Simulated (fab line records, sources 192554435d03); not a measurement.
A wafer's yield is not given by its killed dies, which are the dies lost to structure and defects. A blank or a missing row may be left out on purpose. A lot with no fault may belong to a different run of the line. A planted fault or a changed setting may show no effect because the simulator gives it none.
Split-lot trial | flow n5 finfet | 7 lots, 21 wafers read, on a route of 1938 steps

## THE SPLIT ITSELF
At N5_MOL_CONTACT_COAG_EXPOSE_37 (exposes mask VD, defocus 0 nm), the setting dose mj was moved away from the recipe's 62 on 4 of the 21 wafers read, by -7.3% to +7.5%. This setting was run at the recipe's value on the other wafers.

## FROM THE SPLIT TO THE READING: what the file shows between them, 8 steps
- N5_MOL_CONTACT_COAG_PEB_38: peb time 60 s
- N5_MOL_CONTACT_COAG_DEVELOP_39: develop time 30 s
- N5_MOL_CONTACT_COAG_CD_MEAS_40: target cd 25.1 nm
- N5_MOL_CONTACT_COAG_ETCHBACK_134: etches SiO2 in CHF3, target depth 10 nm, time 6.7 s (also split here: time s)
- N5_MOL_CONTACT_COAG_ETCH_67: etches SOC in N2/H2, target depth 60 nm, overetch 21 nm, time 101.2 s
- N5_MOL_CONTACT_COAG_STRIP_68: strips in N2/H2
- N5_MOL_CONTACT_COAG_PRECLEAN_138: cleans in alkaline clean, time 60 s
- N5_MOL_CONTACT_COAG_SRD_139: time 30 s

## THE READING
cd nm at N5_MOL_CONTACT_COAG_CD_MEAS_101, given in nm (cd target 16 nm). Fault-free wafers of this fab line usually give 15.91 nm, standard deviation 0.29 nm.

wafer  | tool, chamber at the split | dose mj as run | against the recipe | cd nm, nm | against lot-mates on the recipe
L078.1 | euv scanner-02, 0          | 62             | recipe             | 16.21     | -
L078.3 | euv scanner-02, 0          | 62             | recipe             | 15.78     | -
L078.5 | euv scanner-02, 0          | 62             | recipe             | 15.61     | -
L081.1 | euv scanner-02, 0          | 62             | recipe             | 15.73     | -
L081.2 | euv scanner-02, 0          | 62             | recipe             | 16.13     | -
L081.5 | euv scanner-02, 0          | 62             | recipe             | 15.75     | -
L088.3 | euv scanner-02, 0          | 62             | recipe             | 16.43     | -
L088.5 | euv scanner-02, 0          | 62             | recipe             | 16.05     | -
L088.6 | euv scanner-02, 0          | 62             | recipe             | 15.69     | -
L093.3 | euv scanner-02, 0          | 60.47          | -2.5%              | 15.84     | +0.00
L093.5 | euv scanner-02, 0          | 62             | recipe             | 15.97     | -
L093.6 | euv scanner-02, 0          | 62             | recipe             | 15.70     | -
L094.1 | euv scanner-02, 0          | 62             | recipe             | 15.98     | -
L094.2 | euv scanner-02, 0          | 62             | recipe             | 15.58     | -
L094.6 | euv scanner-02, 0          | 66.62          | +7.5%              | 17.54     | +1.76
L096.1 | euv scanner-02, 0          | 62             | recipe             | 16.40     | -
L096.2 | euv scanner-02, 0          | 62             | recipe             | 15.67     | -
L096.6 | euv scanner-02, 0          | 62             | recipe             | 16.06     | -
L097.1 | euv scanner-02, 0          | 62             | recipe             | 15.50     | -
L097.2 | euv scanner-02, 0          | 57.48          | -7.3%              | 14.20     | -1.30
L097.5 | euv scanner-02, 0          | 57.48          | -7.3%              | 13.94     | -1.56

FIT RESULTS
A straight line over all 21 wafers: cd nm changes by +0.233 nm for each +1% of dose mj; r = +0.92; the points scatter about the line by 0.29 nm.
The same after taking each lot's own level away (the mean of its wafers on the recipe; 21 wafers): +0.205 nm for each +1%; r = +0.92; scatter 0.26 nm.
On that fit, the largest move of dose mj shifts the reading by 1.5 nm.
Measured against the standard deviation above, the lots' own levels, which go from 15.500 to 16.057 nm, span 1.9 times it.
In other words, the slope is changed by the lot-to-lot level; the two fits disagree.
Check: with one of the wafers moved furthest among these (+7.5%) left out of the fit, the line predicts +1.42 nm for it against its lot-mates. It came out at +1.76 nm against them.

## ADDITIONAL SPLITS CARRIED BY THESE WAFERS
Note: prior to the reading, these wafers also went through further splits. Each is held against what the fit with the lots' levels taken away leaves over:
other split on the same wafers          | wafers away from the commonest value | r with cd nm (lot level and that fit taken away)
N5_MOL_CONTACT_COAG_EXPOSE_81 dose mj   | 6                                    | -0.31
N5_MOL_CONTACT_COAG_ETCHBACK_134 time s | 6                                    | -0.19

## THE WHOLE CHAIN: every reading that the file lists as answering this split, in the file's order
step                            | what it does      | reading | change (the file's fit)               | r (the file's)
N5_MOL_CONTACT_COAG_CD_MEAS_40  | target cd 25.1 nm | cd nm   | +0.213 nm for each +1% of the setting | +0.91
N5_MOL_CONTACT_COAG_CD_MEAS_101 | target cd 16 nm   | cd nm   | +0.205 nm for each +1% of the setting | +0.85

## FILE'S OWN FIT
cd nm changes by +0.205 nm for each +1% of dose mj, r = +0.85.
